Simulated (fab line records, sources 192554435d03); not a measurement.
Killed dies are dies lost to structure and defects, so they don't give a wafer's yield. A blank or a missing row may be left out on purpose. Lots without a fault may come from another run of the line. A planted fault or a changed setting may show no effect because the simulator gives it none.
A struck lot beside a sound one | flow n5_finfet | 19 steps out of a route of 1938
Sound: wafers L357.1, L357.4, L357.5. Struck: wafers L358.1, L358.4, L358.6. The cause comes at the end.
At each step with rows: each side's tool, then ch and its chambers, then its first start. Under that, the readings that differ: sound wafers | struck wafers | difference of the means | sigmas: that difference in standard deviations of wafers without a fault.
alike: readings whose means differ by less than 2 such deviations, and words and numbers that are the same on both sides. not compared: withheld readings, readings that some wafer has no value for, bounds like >300 that may hide the same value, and numbers for which the record gives no deviation and whose values overlap.
The two part at a step that has a row with sigmas, a row that says differs or no value, or rows on one side only. Numbers that don't overlap but have no deviation are shown without sigmas and don't part them. A reading that every wafer of one side lacks parts them only if that side has two wafers or more.

N5_FIN_SAQP_INSPECT_18: inspects for defects (brightfield).
  sound on defect_inspect-01, day 3 11:12; struck on defect_inspect-01, day 3 18:22
  alike: raw_defect_count
then, 4 steps without rows for these wafers: N5_FIN_SAQP_DESCUM_21 (chemistry O2, time 7.9 s); N5_FIN_SAQP_ETCH_51 (etches SiARC in CF4, target depth 45.5 nm, time 75.8 s); N5_FIN_SAQP_ETCH_52 (etches SOC in N2/H2, target depth 100 nm, overetch 20 nm, time 150 s); N5_FIN_SAQP_STRIP_53 (strips in N2/H2).
N5_FIN_SAQP_HM_OPEN_73: chemistry CHF3/O2, target SiO2, stops on a-Si, target depth 12 nm, time 16.8 s.
  sound on rie_diel-02 ch 1,2,3, day 3 11:42; struck on rie_diel-02 ch 1,2, day 3 18:59
  alike: drypump_motor_current_A, oes_f_703_au, oes_product_au, rf_vpp_V, showerhead_plenum_p_Torr, throttle_valve_pct
  not compared: rf_hours_counter_h
then, 1 step without rows for these wafers: N5_FIN_SAQP_STRIP_74 (strips in CHF3/O2).
N5_FIN_SAQP_MANDREL_ETCH_22: etches a-Si in HBr/Cl2, stops on SiNx, target depth 60 nm, bt time 10 s, time 30 s.
  sound on rie_si-06 ch 2,3, day 3 11:47; struck on rie_si-06 ch 1,2,3, day 3 19:04
  alike: drypump_motor_current_A, he_backside_leak_sccm, oes_product_au, throttle_valve_pct
  not compared: rf_hours_counter_h
N5_FIN_SAQP_STRIP_55: strips in N2/H2.
  sound on rie_diel-02 ch 1,3, day 3 11:53; struck on rie_diel-01 ch 0,1,3, day 3 19:26
  alike: drypump_motor_current_A, n2_flow_sccm, oes_product_au, rf_vpp_V, showerhead_plenum_p_Torr, throttle_valve_pct
  not compared: rf_hours_counter_h
then, 2 steps without rows for these wafers: N5_FIN_SAQP_STRIP_23 (strips in SPM, time 750 s); N5_FIN_SAQP_SRD_66 (time 30 s).
N5_FIN_SAQP_RECESS_75: chemistry HF/NH3, target SiO2, target depth 14.4 nm, afs cycles 3, sublimation time 60 s.
  sound on vapor_etch-02 ch 0,1, day 3 12:13; struck on vapor_etch-02 ch 0,1, day 3 19:45
  alike: drypump_motor_current_A
N5_FIN_SAQP_SPACER1_ALD_24: deposits SiO2, target thk 20.3 nm, pulse time 1 s, purge time 2 s.
  sound on ald_sin-03 ch 0,1,3, day 3 12:45; struck on ald_sin-01 ch 0,1,3, day 3 20:28
  reading                                           | sound                | struck               | difference | sigmas
  susceptor_temp_C (C)                              | 299.98 300.25 300.26 | 290.90 290.87 290.59 | -9.38      | -52
  model.SiO2_of_FIN_SAQP_SPACER1_ALD_24.thk_nm (nm) | 20.4 20.6 20.4       | 21.2 20.8 21.2       | +0.6       |
  alike: heater_power_w, precursor_pulse_height_rel
then, 1 step without rows for these wafers: N5_FIN_SAQP_SPACER1_ETCHBACK_25 (etches SiO2 in CHF3/O2, target depth 24.4 nm, time 12.2 s).
N5_FIN_SAQP_MANDREL1_REMOVE_56: chemistry HBr/Cl2/O2, target a-Si, stops on SiNx, bt time 10 s.
  sound on rie_si-03 ch 0,2,3, day 3 13:37; struck on rie_si-06 ch 0,1,2, day 3 21:19
  reading                   | sound          | struck   | difference | sigmas
  model.FIN_SAQP.cd_nm (nm) | 20.4 20.4 20.6 | 21 21 21 | +1         |
  alike: drypump_motor_current_A, he_backside_leak_sccm, oes_product_au, throttle_valve_pct
  not compared: rf_hours_counter_h
N5_FIN_SAQP_CD_MEAS_27: target cd 20 nm.
  sound on cd_sem-03 ch 0, day 3 13:43; struck on cd_sem-03 ch 0, day 3 21:25
  reading    | sound             | struck            | difference | sigmas
  cd_nm (nm) | 20.31 20.63 20.36 | 20.65 21.26 21.33 | +0.65      | +3
N5_FIN_SAQP_ETCH_57: etches SiNx in CH3F/O2, target depth 32.5 nm, time 46.4 s.
  sound on rie_diel-02 ch 0,1,2, day 3 13:51; struck on rie_diel-02 ch 1,2, day 3 21:53
  alike: drypump_motor_current_A, etch_rf_on_time_s, oes_f_703_au, oes_product_au, rf_vpp_V, showerhead_plenum_p_Torr, throttle_valve_pct
  not compared: rf_hours_counter_h
-- the record jumps here: 6 days lie between the struck wafers' starts before and after (it left off in module FIN_SAQP and takes up again in module BEOL_M4, whose first step shown is number 1111 of the route) --
N5_BEOL_M4_RC_MEAS_101:
  sound on prober-02 ch 0, day 9 22:32; struck on prober-02 ch 0, day 9 19:26
  alike: DIBL_N, DIBL_P, IOFF_N, IOFF_P, ION_N, ION_P, SS_N, SS_P, VT_N, VT_P
-- the record jumps here: 5 days lie between the struck wafers' starts before and after (it left off in module BEOL_M4 and takes up again in module PASSIVATION, whose first step shown is number 1936 of the route) --
N5_PASSIVATION_PROBE_49:
  sound on prober-02, day 14 01:25; struck on prober-01, day 14 10:50
  reading         | sound  | struck   | difference | sigmas
  killed_at_M4_up | 9 20 7 | 24 17 34 | +13        | +2
  alike: defect_limited_yield, killed_at_M0_to_M3, killed_at_contacts, killed_at_front_end, killed_at_other, killed_dies, killed_open, killed_short, sort_bin_4_leakage, sort_bin_5_function, sort_bin_6_memory, sort_bin_8_speed, sort_n_pass, sort_yield_pct

WHERE THEY PART
First at N5_FIN_SAQP_SPACER1_ALD_24; last, within this record, at N5_PASSIVATION_PROBE_49.

WHY: what the simulator had put in
Process parameter drift: ald_sin-01, from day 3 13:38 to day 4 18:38, at N5_FIN_SAQP_SPACER1_ALD_24. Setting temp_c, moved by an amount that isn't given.
